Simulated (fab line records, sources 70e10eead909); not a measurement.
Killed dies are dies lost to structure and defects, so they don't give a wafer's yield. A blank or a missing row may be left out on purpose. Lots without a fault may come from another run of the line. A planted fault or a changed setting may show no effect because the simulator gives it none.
Chamber matching | flow nand_harc | NHARC_P_BONDPAD_DEP_00 on pecvd-03: 3 sister chambers
The step deposits SiCN, target thk 250 nm. 6 wafers are shown with their chamber, then 12 later ones without.

WAFERS WITH THEIR CHAMBER
wafer  | chamber | heater_power_w (W)
L091.1 | 2       | 574
L091.2 | 0       | 476
L091.6 | 0       | 500
L091.3 | 1       | 718
L091.4 | 2       | 590
L091.5 | 1       | 726

WAFERS WITHOUT THEIR CHAMBER
wafer  | heater_power_w (W)
L092.3 | 531
L092.4 | 536
L092.5 | 630
L094.1 | 499
L094.3 | 590
L094.6 | 511
L096.2 | 666
L096.4 | 474
L096.5 | 690
L097.1 | 595
L097.3 | 550
L097.5 | 601

WHICH CHAMBER EACH WENT THROUGH
wafer  | from the rows above     | in truth
L092.3 | can't be placed: 0 or 2 | 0
L092.4 | can't be placed: 2 or 0 | 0
L092.5 | 2                       | 2
L094.1 | 0                       | 0
L094.3 | 2                       | 2
L094.6 | 0                       | 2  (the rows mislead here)
L096.2 | 1                       | 1
L096.4 | 0                       | 0
L096.5 | 1                       | 1
L097.1 | 2                       | 2
L097.3 | 2                       | 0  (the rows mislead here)
L097.5 | 2                       | 2
Placed correctly: 8 of 12. Can't be placed from these rows: 2 (the true chamber is among the candidates in 2). Placed wrongly: 2.
How it was worked out, from the rows above alone: a wafer's distance from a chamber is the root of the sum, over the readings, of the square of ((its reading less the chamber's mean) divided by the reading's scatter). The wafer belongs to the nearest chamber; if the next one is less than 2 further off, it can't be placed. A chamber's mean is the mean of its shown wafers. The scatter: the root of (the sum of the squares of (reading less its chamber's mean) over the shown wafers, divided by (wafers less chambers)).
